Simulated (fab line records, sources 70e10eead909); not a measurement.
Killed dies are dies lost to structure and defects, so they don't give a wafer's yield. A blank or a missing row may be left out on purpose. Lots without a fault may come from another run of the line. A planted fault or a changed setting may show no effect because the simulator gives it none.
A struck lot beside a sound one | flow nand_harc | 43 steps out of a route of 1159
Sound: wafers L211.2, L211.4, L211.5. Struck: wafers L221.1, L221.5, L221.6. The cause comes at the end.
At each step with rows: each side's tool, then ch and its chambers, then its first start. Under that, the readings that differ: sound wafers | struck wafers | difference of the means | sigmas: that difference in standard deviations of wafers without a fault.
alike: readings whose means differ by less than 2 such deviations, and words and numbers that are the same on both sides. not compared: withheld readings, readings that some wafer has no value for, bounds like >300 that may hide the same value, and numbers for which the record gives no deviation and whose values overlap.
The two part at a step that has a row with sigmas, a row that says differs or no value, or rows on one side only. Numbers that don't overlap but have no deviation are shown without sigmas and don't part them. A reading that every wafer of one side lacks parts them only if that side has two wafers or more.

first, 2 steps without rows for these wafers: NHARC_P_STI_PRECLEAN_32 (cleans in SC1); NHARC_P_STI_SRD_23.
NHARC_P_STI_OCD_MEAS_43:
  sound on ocd-01, day 3 08:50; struck on ocd-02, day 5 20:48
  alike: trench_depth_nm, trench_foot_cd_nm
then, 3 steps without rows for these wafers: NHARC_P_STI_OXIDE_33 (material SiO2, target thk 10 nm, ox time 281 s); NHARC_P_STI_HDPCVD_20 (deposits SiO2); NHARC_P_STI_ANNEAL_34 (time 1800 s).
NHARC_P_STI_CMP_21: polishes, t overpolish 20 s, target thk 380.67 nm.
  sound on cmp-04 ch 0,2,3, day 4 04:05; struck on cmp-01 ch 0,1, day 6 15:11
  alike: motor_current_A, overpolish_run_s
  not compared: pad_life_wafers
then, 4 steps without rows for these wafers: NHARC_P_STI_SRD_35; NHARC_P_STI_ETCH_36 (etches SiO2 in dHF, target depth 38.8 nm); NHARC_P_STI_STRIP_24 (strips Si3N4 in H3PO4); NHARC_P_STI_ETCH_37 (etches SiO2 in dHF, target depth 11 nm).
NHARC_P_STI_PRECLEAN_38: cleans in SC1.
  sound on wet_bench-02 ch 1,3,6, day 4 04:29; struck on wet_bench-05 ch 4,5,6, day 6 15:35
  alike: bath_guard_temp_C
then, 2 steps without rows for these wafers: NHARC_P_STI_SRD_39; NHARC_P_STI_OXIDE_40 (material SiO2, target thk 10 nm, ox time 1362 s).
NHARC_P_STI_INSPECT_25:
  sound on defect_inspect-02, day 4 12:41; struck on defect_inspect-02, day 6 23:33
  reading          | sound       | struck         | difference | sigmas
  raw_defect_count | 255 149 389 | 1128 1174 1205 | +905       | +8
then, 12 steps without rows for these wafers: NHARC_P_GATE_ETCH_69 (etches SiO2 in dHF, target depth 14 nm); NHARC_P_GATE_PRECLEAN_70 (cleans in SC1); NHARC_P_GATE_SRD_01; NHARC_P_GATE_OXIDE_02 (material SiO2, target thk 37.5 nm, ox time 365 s); NHARC_P_GATE_DEHYDRATE_03 (time 120 s); NHARC_P_GATE_HMDS_04 (time 30 s); NHARC_P_GATE_COAT_05; NHARC_P_GATE_SOFTBAKE_06 (time 95 s); NHARC_P_GATE_EBR_07; NHARC_P_GATE_EXPOSE_08 (exposes mask P HV); NHARC_P_GATE_PEB_09 (peb time 85 s); NHARC_P_GATE_DEVELOP_10 (time 70 s).
NHARC_P_GATE_CD_MEAS_11: target cd 1640 nm.
  sound on cd_sem-03 ch 0, day 4 20:53; struck on cd_sem-02 ch 0, day 7 07:31
  alike: cd_nm
then, 1 step without rows for these wafers: NHARC_P_GATE_HARDBAKE_12 (time 80 s).
NHARC_P_GATE_DESCUM_13: chemistry O2, time 3 s.
  sound on rie_diel-05 ch 0,1,2, day 4 21:04; struck on rie_diel-13 ch 1,2, day 7 07:44
  alike: chamber_pressure_mTorr, drypump_motor_current_A, oes_product_au, rf_vpp_V, showerhead_plenum_p_Torr, throttle_valve_pct
  not compared: rf_hours_counter_h
then, 6 steps without rows for these wafers: NHARC_P_GATE_ETCH_14 (etches SiO2 in dHF, target depth 48.8 nm); NHARC_P_GATE_STRIP_15 (strips in SPM, time 780 s); NHARC_P_GATE_PRECLEAN_71 (cleans in SC1); NHARC_P_GATE_SRD_72; NHARC_P_GATE_OXIDE_16 (material SiO2, target thk 3 nm, ox time 392 s); NHARC_P_GATE_CVD_17 (deposits poly-Si, target thk 150 nm, time 900 s).
NHARC_P_GATE_HM_DEP_102: deposits aC, target thk 120 nm.
  sound on acl_dep-01 ch 0, day 5 11:51; struck on acl_dep-01 ch 0, day 7 20:36
  alike: throttle_valve_pct
NHARC_P_GATE_DEP_103: deposits SiON, target thk 30 nm.
  sound on pecvd-03 ch 0,1, day 5 12:28; struck on pecvd-03 ch 0,1,2, day 7 21:17
  alike: heater_power_w
then, 3 steps without rows for these wafers: NHARC_P_GATE_DEHYDRATE_18 (time 120 s); NHARC_P_GATE_HMDS_19 (time 30 s); NHARC_P_GATE_COAT_20 (resist thk 90 nm).
NHARC_P_GATE_INSPECT_28:
  sound on defect_inspect-01, day 5 13:22; struck on defect_inspect-01, day 7 22:04
  reading          | sound | struck         | difference | sigmas
  raw_defect_count | 7 3 8 | 1032 1085 1037 | +1045      | +99 or more
-- the record jumps here: 15 days lie between the struck wafers' starts before and after (it left off in module P_GATE and takes up again in module END, whose first step shown is number 1159 of the route) --
NHARC_END_SORT_01:
  sound on prober-01 ch 0, day 20 17:00; struck on prober-01 ch 0, day 22 12:49
  reading             | sound    | struck   | difference | sigmas
  killed_at_periphery | 12 6 3   | 51 62 32 | +41        | +17
  killed_dies         | 47 39 34 | 78 94 62 | +38        | +3
  alike: killed_at_array, killed_at_other, killed_open, killed_short

WHERE THEY PART
First at NHARC_P_STI_INSPECT_25; last, within this record, at NHARC_END_SORT_01.

WHY: what the simulator had put in
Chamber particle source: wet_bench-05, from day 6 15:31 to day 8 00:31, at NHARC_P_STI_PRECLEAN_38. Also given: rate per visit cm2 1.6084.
